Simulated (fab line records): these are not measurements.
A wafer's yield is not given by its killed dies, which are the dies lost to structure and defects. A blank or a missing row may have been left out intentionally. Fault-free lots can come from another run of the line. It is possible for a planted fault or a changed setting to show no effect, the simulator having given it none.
Which of the tools did it? :: flow n5 finfet :: 9 lots with 25 wafers sampled at 6 steps, on a route of 1938 steps

== WHAT THE GAUGES READ, wafer by wafer ==
N5_BEOL_M3_OCD_MEAS_38.
lot: L346
measured: day 8 01:20
on: ocd-02
trench depth nm (nm): 54.9 57.3 56.7

lot: L348
measured: day 8 06:46
on: ocd-02
trench depth nm (nm): 54.6 55.6 55.7

lot: L350
measured: day 8 16:04
on: ocd-02
trench depth nm (nm): 54.6 53.7 55.0

lot: L356
measured: day 10 12:43
on: ocd-01
trench depth nm (nm): 54.7 76.1

lot: L361
measured: day 11 22:11
on: ocd-02
trench depth nm (nm): 55.3 54.5 54.1

lot: L362
measured: day 11 21:43
on: ocd-02
trench depth nm (nm): 55.2 54.1

lot: L363
measured: day 12 13:11
on: ocd-02
trench depth nm (nm): 54.4 56.4 56.2

lot: L364
measured: day 12 17:15
on: ocd-01
trench depth nm (nm): 55.7 55.8 55.8

lot: L366
measured: day 12 18:51
on: ocd-01
trench depth nm (nm): 56.0 55.1 54.4

N5_BEOL_M4_RC_MEAS_101.
lot: L346
measured: day 8 19:58
on: prober-02
DIBL_N (mV/V): 38.1 35.6 35.8
DIBL_P (mV/V): 37.6 34.7 34.2
IOFF_N (nA/um): 0.21 0.15 0.16
IOFF_P (nA/um): 0.31 0.24 0.24
ION_N (uA/um): 687 673 680
ION_P (uA/um): 479 473 473
SS_N (mV/dec): 72.3 71.4 70.9
SS_P (mV/dec): 74.1 73.8 73.1
VT_N (mV): 246 248 247
VT_P (mV): -240 -245 -246

lot: L348
measured: day 9 00:59
on: prober-01
DIBL_N (mV/V): 40.9 38.7 39.4
DIBL_P (mV/V): 38.9 35.7 37.6
IOFF_N (nA/um): 0.24 0.19 0.19
IOFF_P (nA/um): 0.29 0.22 0.25
ION_N (uA/um): 696 677 678
ION_P (uA/um): 474 460 463
SS_N (mV/dec): 72.2 71.5 71.9
SS_P (mV/dec): 73.9 72.8 73.9
VT_N (mV): 242 246 248
VT_P (mV): -246 -248 -248

lot: L350
measured: day 9 06:25
on: prober-02
DIBL_N (mV/V): 32.9 35.6 34.9
DIBL_P (mV/V): 33.4 35.8 34.8
IOFF_N (nA/um): 0.11 0.16 0.15
IOFF_P (nA/um): 0.16 0.19 0.17
ION_N (uA/um): 660 679 670
ION_P (uA/um): 455 461 460
SS_N (mV/dec): 70.7 71.8 72.0
SS_P (mV/dec): 72.0 72.5 72.5
VT_N (mV): 254 248 249
VT_P (mV): -254 -252 -254

lot: L356
measured: day 11 02:50
on: prober-01
DIBL_N (mV/V): 39.1 37.9
DIBL_P (mV/V): 38.0 37.9
IOFF_N (nA/um): 0.21 0.20
IOFF_P (nA/um): 0.27 0.28
ION_N (uA/um): 678 696
ION_P (uA/um): 468 480
SS_N (mV/dec): 71.9 71.8
SS_P (mV/dec): 73.6 73.4
VT_N (mV): 245 245
VT_P (mV): -246 -246

lot: L361
measured: day 12 16:45
on: prober-01
DIBL_N (mV/V): 38.3 40.2 40.9
DIBL_P (mV/V): 37.5 38.8 40.6
IOFF_N (nA/um): 0.19 0.24 0.25
IOFF_P (nA/um): 0.26 0.30 0.33
ION_N (uA/um): 698 688 693
ION_P (uA/um): 484 465 476
SS_N (mV/dec): 71.2 72.5 72.6
SS_P (mV/dec): 74.0 74.3 73.9
VT_N (mV): 245 244 244
VT_P (mV): -244 -245 -244

lot: L362
measured: day 12 12:32
on: prober-01
DIBL_N (mV/V): 36.9 37.8
DIBL_P (mV/V): 35.7 35.7
IOFF_N (nA/um): 0.17 0.19
IOFF_P (nA/um): 0.18 0.19
ION_N (uA/um): 666 670
ION_P (uA/um): 444 452
SS_N (mV/dec): 73.2 73.0
SS_P (mV/dec): 73.4 73.2
VT_N (mV): 250 251
VT_P (mV): -256 -253

lot: L363
measured: day 13 04:58
on: prober-01
DIBL_N (mV/V): 37.6 37.4 41.7
DIBL_P (mV/V): 40.2 39.5 43.6
IOFF_N (nA/um): 0.21 0.19 0.32
IOFF_P (nA/um): 0.29 0.26 0.37
ION_N (uA/um): 688 681 699
ION_P (uA/um): 473 464 477
SS_N (mV/dec): 72.1 71.8 73.5
SS_P (mV/dec): 74.6 74.0 75.8
VT_N (mV): 246 247 240
VT_P (mV): -246 -246 -244

lot: L364
measured: day 13 07:31
on: prober-02
DIBL_N (mV/V): 35.7 40.3 36.5
DIBL_P (mV/V): 36.0 39.2 36.0
IOFF_N (nA/um): 0.16 0.23 0.16
IOFF_P (nA/um): 0.20 0.24 0.20
ION_N (uA/um): 685 684 685
ION_P (uA/um): 469 461 468
SS_N (mV/dec): 70.9 72.7 71.6
SS_P (mV/dec): 73.0 74.4 73.3
VT_N (mV): 248 245 249
VT_P (mV): -250 -252 -253

lot: L366
measured: day 13 09:58
on: prober-02
DIBL_N (mV/V): 36.4 36.8 37.0
DIBL_P (mV/V): 36.7 36.7 37.2
IOFF_N (nA/um): 0.17 0.17 0.18
IOFF_P (nA/um): 0.21 0.22 0.23
ION_N (uA/um): 672 671 675
ION_P (uA/um): 459 454 460
SS_N (mV/dec): 71.2 72.2 71.9
SS_P (mV/dec): 73.0 73.5 73.8
VT_N (mV): 248 248 247
VT_P (mV): -252 -250 -250

== TOOL THAT RAN EACH LOT (tool first, then ch and the chambers of the sampled wafers, then the start) ==
lot: L346
N5_BEOL_M3_STRIP_19: rie diel-02 ch 1,3, day 7 15:37
N5_BEOL_M3_ETCH_77: rie diel-02 ch 0,2,3, day 7 16:10
N5_BEOL_M3_TRENCH_ETCH_37: rie diel-02 ch 0,2, day 8 01:11
N5_BEOL_M3_SURFACE_TREAT_85: pvd sputter-01, day 8 02:44

lot: L348
N5_BEOL_M3_STRIP_19: rie diel-02 ch 0,1,2, day 8 03:13
N5_BEOL_M3_ETCH_77: rie diel-04 ch 1,2,3, day 8 03:58
N5_BEOL_M3_TRENCH_ETCH_37: rie diel-04 ch 0,1,3, day 8 06:37
N5_BEOL_M3_SURFACE_TREAT_85: pvd sputter-03, day 8 07:29

lot: L350
N5_BEOL_M3_STRIP_19: rie diel-04 ch 0,1,2, day 8 13:43
N5_BEOL_M3_ETCH_77: rie diel-02 ch 0,1,2, day 8 14:16
N5_BEOL_M3_TRENCH_ETCH_37: rie diel-06 ch 0,2,3, day 8 15:55
N5_BEOL_M3_SURFACE_TREAT_85: pvd sputter-02, day 8 16:44

lot: L356
N5_BEOL_M3_STRIP_19: rie diel-06 ch 2,3, day 10 10:35
N5_BEOL_M3_ETCH_77: rie diel-04 ch 0,2, day 10 11:07
N5_BEOL_M3_TRENCH_ETCH_37: rie diel-06 ch 2,3, day 10 12:34
N5_BEOL_M3_SURFACE_TREAT_85: pvd sputter-02, day 10 13:40

lot: L361
N5_BEOL_M3_STRIP_19: rie diel-06 ch 0,2,3, day 11 12:09
N5_BEOL_M3_ETCH_77: rie diel-06 ch 0,1,2, day 11 12:50
N5_BEOL_M3_TRENCH_ETCH_37: rie diel-02 ch 1,2, day 11 22:02
N5_BEOL_M3_SURFACE_TREAT_85: pvd sputter-02, day 11 22:52

lot: L362
N5_BEOL_M3_STRIP_19: rie diel-04 ch 2,3, day 11 16:08
N5_BEOL_M3_ETCH_77: rie diel-06 ch 1,2, day 11 16:41
N5_BEOL_M3_TRENCH_ETCH_37: rie diel-04 ch 1,2, day 11 21:34
N5_BEOL_M3_SURFACE_TREAT_85: pvd sputter-02, day 11 22:31

lot: L363
N5_BEOL_M3_STRIP_19: rie diel-04 ch 0,3, day 12 09:24
N5_BEOL_M3_ETCH_77: rie diel-04 ch 0,3, day 12 10:08
N5_BEOL_M3_TRENCH_ETCH_37: rie diel-02 ch 0,1,2, day 12 13:02
N5_BEOL_M3_SURFACE_TREAT_85: pvd sputter-03, day 12 13:56

lot: L364
N5_BEOL_M3_STRIP_19: rie diel-06 ch 1,2,3, day 12 14:19
N5_BEOL_M3_ETCH_77: rie diel-02 ch 0,1,3, day 12 14:59
N5_BEOL_M3_TRENCH_ETCH_37: rie diel-02 ch 1,3, day 12 17:05
N5_BEOL_M3_SURFACE_TREAT_85: pvd sputter-02, day 12 18:09

lot: L366
N5_BEOL_M3_STRIP_19: rie diel-02 ch 1,3, day 12 17:29
N5_BEOL_M3_ETCH_77: rie diel-06 ch 1,3, day 12 18:06
N5_BEOL_M3_TRENCH_ETCH_37: rie diel-04 ch 2,3, day 12 18:42
N5_BEOL_M3_SURFACE_TREAT_85: pvd sputter-03, day 12 19:46
- N5_BEOL_M3_STRIP_19: strips in O2.
- N5_BEOL_M3_ETCH_77: etches underlayer in N2/H2, target depth 6.5 nm, time 5.2 s.
- N5_BEOL_M3_TRENCH_ETCH_37: etches SiOC in C4F6/O2, target depth 55.555 nm, time 29.2 s.
- N5_BEOL_M3_SURFACE_TREAT_85

== WHAT THE TOOLS THEMSELVES READ (means of the sampled wafers that have a number; where no wafer has one, the mark that the record gives instead) ==
N5_BEOL_M3_STRIP_19.
lot: L346
tool: rie diel-02
chamber pressure mTorr (mTorr): 30.017
drypump motor current A (A): 5.8
oes product au (a.u.): 0.86
rf vpp V (V): 3.7
showerhead plenum p Torr (Torr): 2.24
throttle valve pct (%): 16.32

lot: L348
tool: rie diel-02
chamber pressure mTorr (mTorr): 29.978
drypump motor current A (A): 5.7
oes product au (a.u.): 0.82
rf vpp V (V): 4.0
showerhead plenum p Torr (Torr): 2.17
throttle valve pct (%): 16.82

lot: L350
tool: rie diel-04
chamber pressure mTorr (mTorr): 30.004
drypump motor current A (A): 5.5
oes product au (a.u.): 0.82
rf vpp V (V): 3.7
showerhead plenum p Torr (Torr): 2.05
throttle valve pct (%): 16.59

lot: L356
tool: rie diel-06
chamber pressure mTorr (mTorr): 29.999
drypump motor current A (A): 5.8
oes product au (a.u.): 0.77
rf vpp V (V): 3.3
showerhead plenum p Torr (Torr): 2.20
throttle valve pct (%): 16.62

lot: L361
tool: rie diel-06
chamber pressure mTorr (mTorr): 30.004
drypump motor current A (A): 5.7
oes product au (a.u.): 0.75
rf vpp V (V): 3.6
showerhead plenum p Torr (Torr): 2.14
throttle valve pct (%): 16.74

lot: L362
tool: rie diel-04
chamber pressure mTorr (mTorr): 29.992
drypump motor current A (A): 5.7
oes product au (a.u.): 0.82
rf vpp V (V): 3.1
showerhead plenum p Torr (Torr): 2.07
throttle valve pct (%): 16.75

lot: L363
tool: rie diel-04
chamber pressure mTorr (mTorr): 30.000
drypump motor current A (A): 5.9
oes product au (a.u.): 0.85
rf vpp V (V): 3.8
showerhead plenum p Torr (Torr): 2.11
throttle valve pct (%): 16.63

lot: L364
tool: rie diel-06
chamber pressure mTorr (mTorr): 30.001
drypump motor current A (A): 5.9
oes product au (a.u.): 0.78
rf vpp V (V): 4.1
showerhead plenum p Torr (Torr): 2.14
throttle valve pct (%): 16.57

lot: L366
tool: rie diel-02
chamber pressure mTorr (mTorr): 30.013
drypump motor current A (A): 5.8
oes product au (a.u.): 0.82
rf vpp V (V): 3.4
showerhead plenum p Torr (Torr): 2.23
throttle valve pct (%): 16.38

N5_BEOL_M3_ETCH_77.
lot: L346
tool: rie diel-02
chamber pressure mTorr (mTorr): 29.96
drypump motor current A (A): 5.8
etch rf on time s (s): 5.19
h2 flow sccm (sccm): 200.5
oes product au (a.u.): 0.68
rf fwd power W (W): 819.6
rf vpp V (V): 526.4
showerhead plenum p Torr (Torr): 2.60
throttle valve pct (%): 17.80

lot: L348
tool: rie diel-04
chamber pressure mTorr (mTorr): 30.03
drypump motor current A (A): 5.6
etch rf on time s (s): 5.16
h2 flow sccm (sccm): 200.0
oes product au (a.u.): 0.69
rf fwd power W (W): 819.5
rf vpp V (V): 525.0
showerhead plenum p Torr (Torr): 2.51
throttle valve pct (%): 17.85

lot: L350
tool: rie diel-02
chamber pressure mTorr (mTorr): 30.03
drypump motor current A (A): 5.7
etch rf on time s (s): 5.18
h2 flow sccm (sccm): 200.0
oes product au (a.u.): 0.70
rf fwd power W (W): 820.4
rf vpp V (V): 525.8
showerhead plenum p Torr (Torr): 2.61
throttle valve pct (%): 17.99

lot: L356
tool: rie diel-04
chamber pressure mTorr (mTorr): 30.01
drypump motor current A (A): 5.6
etch rf on time s (s): 5.10
h2 flow sccm (sccm): 199.4
oes product au (a.u.): 0.74
rf fwd power W (W): 819.4
rf vpp V (V): 523.0
showerhead plenum p Torr (Torr): 2.46
throttle valve pct (%): 17.73

lot: L361
tool: rie diel-06
chamber pressure mTorr (mTorr): 30.01
drypump motor current A (A): 6.0
etch rf on time s (s): 5.30
h2 flow sccm (sccm): 199.8
oes product au (a.u.): 0.67
rf fwd power W (W): 820.6
rf vpp V (V): 523.2
showerhead plenum p Torr (Torr): 2.51
throttle valve pct (%): 17.69

lot: L362
tool: rie diel-06
chamber pressure mTorr (mTorr): 29.99
drypump motor current A (A): 6.1
etch rf on time s (s): 5.29
h2 flow sccm (sccm): 199.6
oes product au (a.u.): 0.70
rf fwd power W (W): 820.2
rf vpp V (V): 525.0
showerhead plenum p Torr (Torr): 2.57
throttle valve pct (%): 17.57

lot: L363
tool: rie diel-04
chamber pressure mTorr (mTorr): 29.99
drypump motor current A (A): 5.9
etch rf on time s (s): 5.11
h2 flow sccm (sccm): 199.9
oes product au (a.u.): 0.75
rf fwd power W (W): 820.4
rf vpp V (V): 524.5
showerhead plenum p Torr (Torr): 2.54
throttle valve pct (%): 17.78

lot: L364
tool: rie diel-02
chamber pressure mTorr (mTorr): 29.99
drypump motor current A (A): 5.5
etch rf on time s (s): 5.19
h2 flow sccm (sccm): 200.2
oes product au (a.u.): 0.68
rf fwd power W (W): 819.7
rf vpp V (V): 527.6
showerhead plenum p Torr (Torr): 2.67
throttle valve pct (%): 17.72

lot: L366
tool: rie diel-06
chamber pressure mTorr (mTorr): 30.00
drypump motor current A (A): 5.8
etch rf on time s (s): 5.26
h2 flow sccm (sccm): 200.7
oes product au (a.u.): 0.65
rf fwd power W (W): 818.9
rf vpp V (V): 525.0
showerhead plenum p Torr (Torr): 2.58
throttle valve pct (%): 17.74

N5_BEOL_M3_TRENCH_ETCH_37.
lot: L346
tool: rie diel-02
chamber pressure mTorr (mTorr): 30.014
drypump motor current A (A): 5.6
oes product au (a.u.): 0.77
rf fwd power W (W): 347.9
rf vpp V (V): 664
showerhead plenum p Torr (Torr): 2.91
throttle valve pct (%): 21.18

lot: L348
tool: rie diel-04
chamber pressure mTorr (mTorr): 29.978
drypump motor current A (A): 5.7
oes product au (a.u.): 0.85
rf fwd power W (W): 348.2
rf vpp V (V): 665
showerhead plenum p Torr (Torr): 2.83
throttle valve pct (%): 20.75

lot: L350
tool: rie diel-06
chamber pressure mTorr (mTorr): 30.001
drypump motor current A (A): 5.7
oes product au (a.u.): 0.76
rf fwd power W (W): 348.5
rf vpp V (V): 671
showerhead plenum p Torr (Torr): 2.87
throttle valve pct (%): 20.72

lot: L356
tool: rie diel-06
chamber pressure mTorr (mTorr): 30.030
drypump motor current A (A): 5.8
oes product au (a.u.): 0.88
rf fwd power W (W): 347.4
rf vpp V (V): 674
showerhead plenum p Torr (Torr): 2.96
throttle valve pct (%): 20.68

lot: L361
tool: rie diel-02
chamber pressure mTorr (mTorr): 30.022
drypump motor current A (A): 6.2
oes product au (a.u.): 0.79
rf fwd power W (W): 350.3
rf vpp V (V): 654
showerhead plenum p Torr (Torr): 2.82
throttle valve pct (%): 20.96

lot: L362
tool: rie diel-04
chamber pressure mTorr (mTorr): 30.023
drypump motor current A (A): 5.4
oes product au (a.u.): 0.74
rf fwd power W (W): 348.6
rf vpp V (V): 664
showerhead plenum p Torr (Torr): 2.78
throttle valve pct (%): 20.96

lot: L363
tool: rie diel-02
chamber pressure mTorr (mTorr): 30.029
drypump motor current A (A): 5.7
oes product au (a.u.): 0.78
rf fwd power W (W): 349.1
rf vpp V (V): 659
showerhead plenum p Torr (Torr): 2.90
throttle valve pct (%): 21.01

lot: L364
tool: rie diel-02
chamber pressure mTorr (mTorr): 29.996
drypump motor current A (A): 5.8
oes product au (a.u.): 0.82
rf fwd power W (W): 348.6
rf vpp V (V): 659
showerhead plenum p Torr (Torr): 3.00
throttle valve pct (%): 20.52

lot: L366
tool: rie diel-04
chamber pressure mTorr (mTorr): 30.015
drypump motor current A (A): 5.6
oes product au (a.u.): 0.81
rf fwd power W (W): 349.8
rf vpp V (V): 654
showerhead plenum p Torr (Torr): 2.78
throttle valve pct (%): 20.94

== THE ANSWER, worked out from the rows above alone ==
Rule: the usual values come from the lots themselves. Put in order of their means at a reading, lots are off if they are a third of the lots or fewer, leave a main group of 4 or more, and stand apart from it by a gap of 3 or more times the standard deviation of the main group's means; of several such gaps the widest counts. If all means in a main group match to the digits the tables above print for the reading, that group is not used. Also off: a lot with no number at a reading for which 4 or more lots have one. Where the step has rows for the other lots, those lots are counted as sound. First the gauges in route order, then the tools' own readings, where a lot's mean is used as printed above. The first step at which some lot is off is used, and at that step the reading that is off furthest; a lot without a number counts as furthest.
Off: L356 (N5_BEOL_M3_OCD_MEAS_38, trench depth nm). For the main group the mean is 55.2 nm and the standard deviation 0.61.
If a tool, at a process step before that reading, ran all the lots that are off and no sound lot after the first of them, it fits. Gauges at N5_BEOL_M3_OCD_MEAS_38: tried the same way as those tools. One fits: N5_BEOL_M3_TRENCH_ETCH_37 on rie diel-06. Its last sound lot is L350 (day 8 15:55), its first lot that is off L356 (day 10 12:34): a fault that began between those two fits.

== WHAT HAD BEEN PUT IN BY THE SIMULATOR ==
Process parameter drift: rie diel-06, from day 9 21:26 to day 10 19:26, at N5_BEOL_M3_TRENCH_ETCH_37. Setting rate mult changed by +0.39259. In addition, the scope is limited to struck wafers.
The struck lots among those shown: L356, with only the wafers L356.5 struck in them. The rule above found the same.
